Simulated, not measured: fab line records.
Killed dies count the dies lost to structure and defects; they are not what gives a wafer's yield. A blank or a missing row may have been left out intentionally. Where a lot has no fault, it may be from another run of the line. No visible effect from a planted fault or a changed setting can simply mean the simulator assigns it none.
Struck lot and sound lot, side by side + flow nand_harc + 13 steps out of a route of 1159
Sound: these wafers, L133.1, L133.3, L133.5. Struck: wafer L142.3; the same lot's L142.6 was not struck, so it is left out; see the end for the cause.
For every step that has rows: the tool of each side, followed by ch and its chambers, followed by its first start. Under that, the readings that differ: sound wafers + struck wafers + difference of the means + sigmas: that difference in standard deviations of wafers without a fault.
alike: same words and numbers on both sides, and readings whose means sit less than 2 such deviations apart. not compared: any withheld reading, any reading some wafer has no value for, any bound like >300 that may hide the same value, and any number with overlapping values for which the record gives no deviation.
Wherever a step has rows on one side only, a row that says differs or no value, or a row with sigmas, the two part there. When numbers do not overlap yet have no deviation, they are printed without sigmas and do not part them. A reading that every wafer of one side lacks parts them only if that side has two wafers or more.

first, 1 step without rows for these wafers: NHARC_A_SLIT_SRD_20.
NHARC_A_SLIT_CD_MEAS_21:
  struck on cd_sem-03, day 17 06:07; sound on cd_sem-02, day 15 15:33
  alike: cd_nm
then, 3 steps without rows for these wafers: NHARC_A_SIN_REMOVE_WET_00 (chemistry H3PO4, time 15300 s); NHARC_A_SIN_REMOVE_PRECLEAN_01 (cleans in SC1); NHARC_A_SIN_REMOVE_SRD_02.
NHARC_A_SIN_REMOVE_INSPECT_04:
  struck on defect_inspect-01, day 17 13:52; sound on defect_inspect-02, day 15 23:16
  alike: raw_defect_count
NHARC_A_WL_FILL_ALD_00: deposits Al2O3, target thk 3 nm, pulse time 3 s, ald cycles 30.
  sound on ald_hk-01 ch 0,1,2, day 15 23:20; struck on ald_hk-01 ch 2, day 17 13:56
  alike: heater_power_w, precursor_pulse_height_rel
NHARC_A_WL_FILL_RTA_01: time 5 s.
  sound on rtp_anneal-02 ch 0, day 15 23:35; struck on rtp_anneal-01 ch 0, day 17 14:17
| reading            | sound          | struck | difference | sigmas |
|--------------------|----------------|--------|------------|--------|
| lamp_power_pct (%) | 31.4 31.4 31.5 | 34.9   | +3.5       | +2     |
  alike: wafer_temp_C_max
NHARC_A_WL_FILL_ALD_02: deposits TiN, target thk 2 nm, pulse time 3 s, ald cycles 100.
  sound on ald_metal-01 ch 0,2,3, day 15 23:50; struck on ald_metal-01 ch 0, day 17 14:28
  alike: heater_power_w, precursor_pulse_height_rel
NHARC_A_WL_FILL_CVD_03: deposits W, target thk 40 nm, time 3302 s.
  sound on cvd_w-01 ch 0,1, day 16 01:33; struck on cvd_w-01 ch 1, day 17 21:53
  alike: heater_power_w, throttle_valve_pct
NHARC_A_WL_FILL_ETCHBACK_04: etches the open film in NF3, target depth 60 nm, time 120 s.
  sound on rie_metal-02 ch 1, day 16 04:24; struck on rie_metal-03 ch 1, day 17 23:53
| reading          | sound             | struck | difference | sigmas |
|------------------|-------------------|--------|------------|--------|
| run_length_s (s) | 141.1 141.3 140.8 | 156.0  | +14.9      | +31    |
  alike: drypump_motor_current_A, oes_product_au
  not compared: rf_hours_counter_h
NHARC_A_WL_FILL_ETCHBACK_05: etches the open film in Cl2/BCl3, target depth 22 nm, time 60 s.
  sound on rie_metal-02 ch 0,1, day 16 04:38; struck on rie_metal-03 ch 1, day 18 00:05
  alike: drypump_motor_current_A, oes_product_au, run_length_s, temp_c
  not compared: rf_hours_counter_h
NHARC_END_SORT_01:
  the record has rows for the sound wafers here (prober-01 ch 0, day 20 23:23) and none for the struck ones

WHERE THEY PART
At NHARC_A_WL_FILL_RTA_01 first; at NHARC_END_SORT_01 last (within this record only).

WHY: what had been put in by the simulator
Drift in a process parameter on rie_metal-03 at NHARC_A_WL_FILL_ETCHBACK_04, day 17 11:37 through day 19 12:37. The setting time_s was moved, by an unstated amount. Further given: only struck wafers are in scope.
